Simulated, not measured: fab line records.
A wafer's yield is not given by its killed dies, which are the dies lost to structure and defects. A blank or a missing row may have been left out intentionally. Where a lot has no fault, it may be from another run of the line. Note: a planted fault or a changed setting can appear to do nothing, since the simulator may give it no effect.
Which of the tools did it?	flow nandHarc	Sampling: 14 lots, 40 wafers, 6 of 1159 route steps

## WHAT THE GAUGES SHOWED, per wafer
NHARC_A_SOURCE_PLATE_THK_MEAS_06: measures by ellipsometry.
lot	measured	on	thkNm (nm)
L909	day 7 03:37	filmMetro-02	199.6 198.8 197.3
L910	day 7 20:47	filmMetro-01	200.4 198.8 199.1
L911	day 7 20:47	filmMetro-02	198.6 199.8 199.0
L912	day 7 20:47	filmMetro-02	200.8 200.3 201.5
L913	day 8 20:38	filmMetro-01	201.9 202.1 204.0
L915	day 9 08:41	filmMetro-02	202.9 199.6 199.8
L918	day 9 15:54	filmMetro-01	198.5 198.5 197.3
L919	day 10 00:37	filmMetro-02	202.3 201.8 201.2
L922	day 10 16:17	filmMetro-01	198.4 201.8 199.5
L921	day 11 05:21	filmMetro-02	200.0 201.8 203.3
L925	day 11 13:41	filmMetro-02	202.8 204.8
L926	day 11 20:44	filmMetro-02	202.9 198.0
L929	day 12 10:50	filmMetro-02	202.2 200.7 200.7
L931	day 12 20:45	filmMetro-02	201.7 202.3 199.9

NHARC_A_ONON_D1_THK_MEAS_02: measures by ellipsometry.
lot	measured	on	thkNm (nm)
L909	day 7 04:16	filmMetro-02	999 998 997
L910	day 7 21:26	filmMetro-02	1007 1007 1007
L911	day 7 21:47	filmMetro-02	993 993 991
L912	day 7 21:26	filmMetro-01	990 991 990
L913	day 8 21:17	filmMetro-01	1002 1002 1001
L915	day 9 09:22	filmMetro-01	1008 1008 1009
L918	day 9 16:32	filmMetro-02	1005 1006 1003
L919	day 10 01:16	filmMetro-01	1001 1001 998
L922	day 10 17:00	filmMetro-01	1001 1002 1001
L921	day 11 06:02	filmMetro-01	1010 1007 1006
L925	day 11 14:20	filmMetro-02	843 1003
L926	day 11 21:24	filmMetro-01	844 845
L929	day 12 11:29	filmMetro-01	999 997 1000
L931	day 12 21:25	filmMetro-02	1001 1000 1001

NHARC_END_SORT_01.
lot	measured	on	killedAtArray	killedAtOther	killedAtPeriphery	killedDies	killedOpen	killedShort
L925	day 23 05:02	prober-01	664 32	4 3	9 8	677 43	5 3	0 2
L926	day 24 04:44	prober-02	667 673	0 0	10 4	677 677	1 3	2 0

## EACH LOT AND THE TOOL THAT RAN IT (in order: tool; ch and the chambers of the sampled wafers; start)
lot	NHARC_P_BONDPAD_PRE_CLEAN_26	NHARC_P_BONDPAD_CMP_19	NHARC_A_ONON_D1_DEP_00
L909	pvdSputter-02, day 6 03:16 or earlier	cmp-02 ch 1,2,3, day 6 03:16	pecvdOnon-02 ch 0, day 7 03:52
L910	pvdSputter-03, day 6 20:55 or earlier	cmp-01 ch 0,2,3, day 6 20:55	pecvdOnon-01 ch 0, day 7 20:59
L911	pvdSputter-02, day 6 21:50 or earlier	cmp-04 ch 2,3, day 6 21:50	pecvdOnon-02 ch 0, day 7 21:19
L912	pvdSputter-03, day 6 23:03 or earlier	cmp-02 ch 0,2, day 6 23:03	pecvdOnon-02 ch 0, day 7 20:59
L913	pvdSputter-03, day 7 20:38 or earlier	cmp-02 ch 1,2,3, day 7 20:38	pecvdOnon-01 ch 0, day 8 20:50
L915	pvdSputter-03, day 8 07:14 or earlier	cmp-01 ch 0,2,3, day 8 07:14	pecvdOnon-02 ch 0, day 9 08:55
L918	pvdSputter-03, day 8 19:02 or earlier	cmp-02 ch 2,3, day 8 19:02	pecvdOnon-02 ch 0, day 9 16:02
L919	pvdSputter-03, day 9 00:14 or earlier	cmp-04 ch 0,1,3, day 9 00:14	pecvdOnon-01 ch 0, day 10 00:46
L922	pvdSputter-01, day 9 14:42 or earlier	cmp-01 ch 0,1,2, day 9 14:42	pecvdOnon-01 ch 0, day 10 16:28
L921	pvdSputter-03, day 10 02:26 or earlier	cmp-01 ch 0,1,2, day 10 02:26	pecvdOnon-02 ch 0, day 11 05:38
L925	pvdSputter-03, day 10 13:34 or earlier	cmp-04 ch 2,3, day 10 13:34	pecvdOnon-01 ch 0, day 11 13:49
L926	pvdSputter-01, day 10 21:03 or earlier	cmp-01 ch 0,2, day 10 21:03	pecvdOnon-01 ch 0, day 11 20:53
L929	pvdSputter-02, day 11 11:13 or earlier	cmp-02 ch 0,1,2, day 11 11:13	pecvdOnon-02 ch 0, day 12 11:02
L931	pvdSputter-01, day 11 21:05 or earlier	cmp-04 ch 0,3, day 11 21:05	pecvdOnon-03 ch 0, day 12 20:54
- NHARC_P_BONDPAD_PRE_CLEAN_26: time 30 s.
- NHARC_P_BONDPAD_CMP_19: polishes, t overpolish 30 s, cu recess touch 16 s, target thk 160.81 nm.
- NHARC_A_ONON_D1_DEP_00: target thk 1000 nm.

## WHAT THE TOOLS THEMSELVES READ (means of the sampled wafers that have a number; where no wafer has one, the mark that the record gives instead)
NHARC_P_BONDPAD_PRE_CLEAN_26.
lot	tool	heaterPowerW (W)
L909	pvdSputter-02	367
L910	pvdSputter-03	411
L911	pvdSputter-02	376
L912	pvdSputter-03	419
L913	pvdSputter-03	419
L915	pvdSputter-03	394
L918	pvdSputter-03	427
L919	pvdSputter-03	419
L922	pvdSputter-01	369
L921	pvdSputter-03	414
L925	pvdSputter-03	397
L926	pvdSputter-01	340
L929	pvdSputter-02	374
L931	pvdSputter-01	333

NHARC_P_BONDPAD_CMP_19.
lot	tool	motorCurrentA (A)	overpolishRunS (s)
L909	cmp-02	12.2	30.004
L910	cmp-01	12.3	30.006
L911	cmp-04	12.4	30.001
L912	cmp-02	11.7	30.000
L913	cmp-02	12.6	30.008
L915	cmp-01	12.1	29.993
L918	cmp-02	12.7	30.004
L919	cmp-04	12.8	30.003
L922	cmp-01	11.8	29.995
L921	cmp-01	12.0	29.998
L925	cmp-04	13.2	30.000
L926	cmp-01	12.7	29.997
L929	cmp-02	12.2	30.006
L931	cmp-04	13.7	29.998

NHARC_A_ONON_D1_DEP_00.
lot	tool	sih4FlowSccm (sccm)
L909	pecvdOnon-02	210.3
L910	pecvdOnon-01	210.4
L911	pecvdOnon-02	210.5
L912	pecvdOnon-02	210.5
L913	pecvdOnon-01	210.2
L915	pecvdOnon-02	209.7
L918	pecvdOnon-02	209.9
L919	pecvdOnon-01	210.1
L922	pecvdOnon-01	210.1
L921	pecvdOnon-02	209.6
L925	pecvdOnon-01	209.7
L926	pecvdOnon-01	210.2
L929	pecvdOnon-02	210.1
L931	pecvdOnon-03	209.9

## THE ANSWER, worked out from the rows above alone
Rule: the usual values come from the lots themselves. The widest of any qualifying gaps counts: lots, ordered by their means at a reading, are off when they make up no more than a third of the lots, leave a main group of 4 or more, and stand apart from it by 3 or more times the standard deviation of that group's means. A main group whose means are all the same, to the digits that the tables above print for the reading, isn't used. Also off: a lot with no number at a reading for which 4 or more lots have one. Where the step has rows for the other lots, those lots are counted as sound. The gauges are gone through in route order, then the tools' own readings, and for those a lot's mean is taken as printed above. At the first step where some lot is off, the reading lying furthest off is the one used; lots without a number count as furthest.
Off, at NHARC_A_ONON_D1_THK_MEAS_02 on thkNm: L925, L926. The main group has a mean of 1001 nm with a standard deviation of 5.4.
A tool fits if, at a process step before that reading, it ran every lot that is off, and no sound lot after the first of them. Those tools and the gauges at NHARC_A_ONON_D1_THK_MEAS_02 are tried in the same way. NHARC_P_BONDPAD_PRE_CLEAN_26 gives no start for some lots, so the hours and the order of its lots are those of NHARC_P_BONDPAD_CMP_19. One fits: pecvdOnon-01 at NHARC_A_ONON_D1_DEP_00. Its last sound lot is L922 (day 10 16:28), its first lot that is off L925 (day 11 13:49): a fault that began between those two fits.

## WHAT HAD BEEN PUT IN BY THE SIMULATOR
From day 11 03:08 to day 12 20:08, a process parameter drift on pecvdOnon-01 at NHARC_A_ONON_D1_DEP_00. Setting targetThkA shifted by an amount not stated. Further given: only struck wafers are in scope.
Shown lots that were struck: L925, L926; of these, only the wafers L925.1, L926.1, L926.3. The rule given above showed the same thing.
